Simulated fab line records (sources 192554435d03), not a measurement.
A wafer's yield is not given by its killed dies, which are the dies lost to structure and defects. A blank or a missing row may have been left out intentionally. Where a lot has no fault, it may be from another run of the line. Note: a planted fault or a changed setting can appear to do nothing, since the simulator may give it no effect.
Chamber matching + flow n5 finfet + 4 sister chambers for N5_BEOL_M2_ETCH_70 on rie diel-02
The step etches SOC in N2/H2, target depth 80 nm, overetch 24 nm, time 130 s. 8 wafers are shown with their chamber, then 8 later ones without.

## WAFERS, EACH WITH ITS CHAMBER
| wafer  | chamber | throttle valve pct (%) | showerhead plenum p Torr (Torr) |
|--------|---------|------------------------|---------------------------------|
| L076.6 | 0       | 17.73                  | 2.46                            |
| L077.6 | 1       | 17.67                  | 2.55                            |
| L082.1 | 0       | 17.75                  | 2.45                            |
| L082.5 | 3       | 17.71                  | 2.56                            |
| L083.2 | 1       | 17.70                  | 2.55                            |
| L083.5 | 2       | 18.25                  | 2.53                            |
| L083.6 | 3       | 17.72                  | 2.56                            |
| L091.1 | 2       | 18.28                  | 2.53                            |

## WAFERS WITH NO CHAMBER GIVEN
| wafer  | throttle valve pct (%) | showerhead plenum p Torr (Torr) |
|--------|------------------------|---------------------------------|
| L091.4 | 17.75                  | 2.55                            |
| L091.6 | 18.28                  | 2.53                            |
| L095.2 | 17.81                  | 2.44                            |
| L095.5 | 18.31                  | 2.52                            |
| L095.6 | 17.72                  | 2.54                            |
| L096.1 | 18.32                  | 2.52                            |
| L096.2 | 17.77                  | 2.54                            |
| L096.3 | 17.81                  | 2.44                            |

## WHICH CHAMBER EACH WENT THROUGH
| wafer  | from the rows above     | in truth |
|--------|-------------------------|----------|
| L091.4 | can't be placed: 3 or 1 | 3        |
| L091.6 | 2                       | 2        |
| L095.2 | 0                       | 0        |
| L095.5 | 2                       | 2        |
| L095.6 | 1                       | 1        |
| L096.1 | 2                       | 2        |
| L096.2 | can't be placed: 1 or 3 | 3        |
| L096.3 | 0                       | 0        |
Correctly placed: 6 of 8. Can't be placed from these rows: 2 (the true chamber is among the candidates in 2). Number placed wrongly: 0.
How it was worked out, from the rows above alone: a wafer's distance from a chamber is the root of the sum, over the readings, of the square of ((its reading less the chamber's mean) divided by the reading's scatter). The wafer belongs to the nearest chamber; if the next one is less than 2 further off, it can't be placed. A chamber's mean is the mean of its shown wafers. The scatter: take each reading less its chamber's mean, square it, sum over the shown wafers, divide by the number of wafers less the number of chambers, and take the root.
